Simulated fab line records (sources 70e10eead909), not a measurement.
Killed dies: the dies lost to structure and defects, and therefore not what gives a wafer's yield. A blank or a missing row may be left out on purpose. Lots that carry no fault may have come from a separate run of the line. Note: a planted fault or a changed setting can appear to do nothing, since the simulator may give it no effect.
Comparing a struck lot with a sound one || flow nand harc || 39 out of 1302 route steps
Sound: these wafers, L448.1, L448.3, L448.4. The struck wafers were L452.1, L452.3, L452.4. The cause is given at the end.
Order at every step that has rows: each side's tool, ch and its chambers, its first start. Under that, the readings that differ: sound wafers || struck wafers || difference of the means || sigmas: that difference in standard deviations of wafers without a fault.
alike: readings whose means differ by less than 2 such deviations, and words and numbers that are the same on both sides. not compared: withheld readings, readings that some wafer has no value for, bounds like >300 that may hide the same value, and numbers for which the record gives no deviation and whose values overlap.
A row with sigmas, a row that says differs or no value, or rows on one side alone: a step with any of these is where the two part. Numbers that don't overlap but have no deviation are shown without sigmas and don't part them. A reading that every wafer of one side lacks parts them only if that side has two wafers or more.

first, 1 step without rows for these wafers: NHARC_THIN_TSV_ETCH_44 (etches the open film in CF4/O2, target depth 1594.2 nm, time 797.1 s).
NHARC_THIN_TSV_ETCH_15: target depth 3000 nm, bosch target overetch cycles 2, bosch etch step 2.8 s.
  sound on rie si-03 ch 1,2,3, day 28 06:49; struck on rie si-02 ch 0,1,2, day 30 07:19
  alike: drypump motor current A
  not compared: rf hours counter h
NHARC_THIN_TSV_CD_MEAS_16:
  sound: cd sem-03 at day 28 06:58; struck: cd sem-01 at day 30 07:28
  alike: cd nm
then, 4 steps without rows for these wafers: NHARC_THIN_TSV_STRIP_45 (strips in O2); NHARC_THIN_TSV_STRIP_46 (strips in post etch residue remover, time 1200 s); NHARC_THIN_TSV_DEP_47 (deposits SiO2, target thk 200 nm); NHARC_THIN_TSV_ETCHBACK_48 (etches the open film in C4F8/Ar, target depth 1028.5 nm, time 405.17 s).
NHARC_THIN_TSV_STRIP_62: strips in N2/H2, time 20 s.
  sound on plasma asher-02 ch 0,1, day 28 08:35; struck on plasma asher-02 ch 0,1, day 30 09:10
  alike: drypump motor current A, heater power w
  not compared: rf hours counter h
then, 2 steps without rows for these wafers: NHARC_THIN_TSV_DEGAS_49 (time 120 s); NHARC_THIN_TSV_PRE_CLEAN_50 (time 30 s).
NHARC_THIN_TSV_PVD_19: deposits TaN, target thk 20 nm.
  sound on pvd sputter-01; struck on pvd sputter-02
  alike: throttle valve pct
then, 1 step without rows for these wafers: NHARC_THIN_TSV_PVD_51 (deposits Cu, target thk 100 nm).
NHARC_THIN_TSV_ECD_20: material Cu, target thk 2000 nm.
  sound on ecd cu-01 ch 0,1, day 28 09:13; struck on ecd cu-02 ch 0,1, day 30 09:48
then, 4 steps without rows for these wafers: NHARC_THIN_TSV_ANNEAL_52 (time 90 s); NHARC_THIN_TSV_CMP_21 (polishes, t overpolish 30 s, target thk 2000 nm); NHARC_THIN_TSV_SRD_23; NHARC_THIN_TSV_DEGAS_53 (time 60 s).
NHARC_THIN_TSV_PRE_CLEAN_54: time 30 s.
  sound: pvd sputter-03 at day 28 10:49; struck: pvd sputter-02 at day 30 11:25
  alike: heater power w
then, 10 steps without rows for these wafers: NHARC_THIN_TSV_PVD_55 (deposits TiN, target thk 50 nm); NHARC_THIN_TSV_PVD_24 (deposits Al, target thk 800 nm); NHARC_THIN_TSV_DEHYDRATE_25 (time 120 s); NHARC_THIN_TSV_HMDS_26 (time 30 s); NHARC_THIN_TSV_COAT_27; NHARC_THIN_TSV_SOFTBAKE_28 (time 95 s); NHARC_THIN_TSV_EBR_29; NHARC_THIN_TSV_EXPOSE_30 (exposes mask PAD); NHARC_THIN_TSV_PEB_31 (peb time 85 s); NHARC_THIN_TSV_DEVELOP_32 (time 70 s).
NHARC_THIN_TSV_CD_MEAS_33: target cd 5000 nm.
  sound on cd sem-03 ch 0, day 28 11:53; struck on cd sem-03 ch 0, day 30 12:29
  alike: cd nm
then, 3 steps without rows for these wafers: NHARC_THIN_TSV_HARDBAKE_34 (time 80 s); NHARC_THIN_TSV_DESCUM_35 (chemistry O2, time 3 s); NHARC_THIN_TSV_ETCH_59 (etches the open film in Cl2/BCl3, target depth 880 nm, time 138.1 s).
NHARC_THIN_TSV_ETCH_36: etches the open film in Cl2/BCl3, target depth 65 nm, time 18.571 s.
  sound on rie metal-03 ch 0,1, day 28 12:26; struck on rie metal-01 ch 0,1, day 30 13:02
  alike: drypump motor current A, oes product au
  not compared: rf hours counter h
then, 2 steps without rows for these wafers: NHARC_THIN_TSV_STRIP_56 (strips in O2); NHARC_THIN_TSV_STRIP_57 (strips in post etch residue remover, time 1200 s).
NHARC_THIN_TSV_CD_MEAS_37:
  sound: cd sem-01 at day 28 13:20; struck: cd sem-02 at day 30 13:55
  alike: cd nm
then, 1 step without rows for these wafers: NHARC_THIN_TSV_ANNEAL_58 (time 1800 s).
NHARC_THIN_TSV_INSPECT_40:
  sound: defect inspect-02 at day 28 17:51; struck: defect inspect-02 at day 30 17:38
{"reading": "raw defect count", "sound": "704 591 627", "struck": "475 429 415", "difference": -201, "sigmas": -2}
NHARC_END_SORT_01:
  sound on prober-02 ch 0, day 28 22:01; struck on prober-01 ch 0, day 31 04:26
{"reading": "defect limited yield (%)", "sound": "85.7 90.4 86.0", "struck": "0 0 0", "difference": -87, "sigmas": -31}
{"reading": "killed at array", "sound": "93 59 90", "struck": "21 15 34", "difference": -57, "sigmas": -3}
{"reading": "killed at other", "sound": "0 1 1", "struck": "653 656 640", "difference": "+649", "sigmas": "+99 or more"}
{"reading": "killed dies", "sound": "97 65 95", "struck": "677 677 677", "difference": "+591", "sigmas": "+31"}
{"reading": "sort_bin_2_pct (%)", "sound": "5.6 4.1 5.6", "struck": "97.6 97.8 97.0", "difference": "+92.4", "sigmas": "+77"}
{"reading": "sort_bin_4_pct (%)", "sound": "7.7 5.0 7.8", "struck": "2.4 2.2 2.5", "difference": -4.5, "sigmas": -3}
{"reading": "sort n pass", "sound": "580 612 582", "struck": "0 0 0", "difference": -591, "sigmas": -31}
{"reading": "sort rim yield pct (%)", "sound": "84 79 90", "struck": "0 0 0", "difference": -84, "sigmas": -18}
{"reading": "sort yield pct (%)", "sound": "85.7 90.4 86.0", "struck": "0 0 0", "difference": -87, "sigmas": -31}
  alike: killed at periphery, killed open, killed short, sort_bin_3_pct

## WHERE THEY PART
First at NHARC_THIN_TSV_INSPECT_40; last, within this record, at NHARC_END_SORT_01.

WHY: what the simulator had put in
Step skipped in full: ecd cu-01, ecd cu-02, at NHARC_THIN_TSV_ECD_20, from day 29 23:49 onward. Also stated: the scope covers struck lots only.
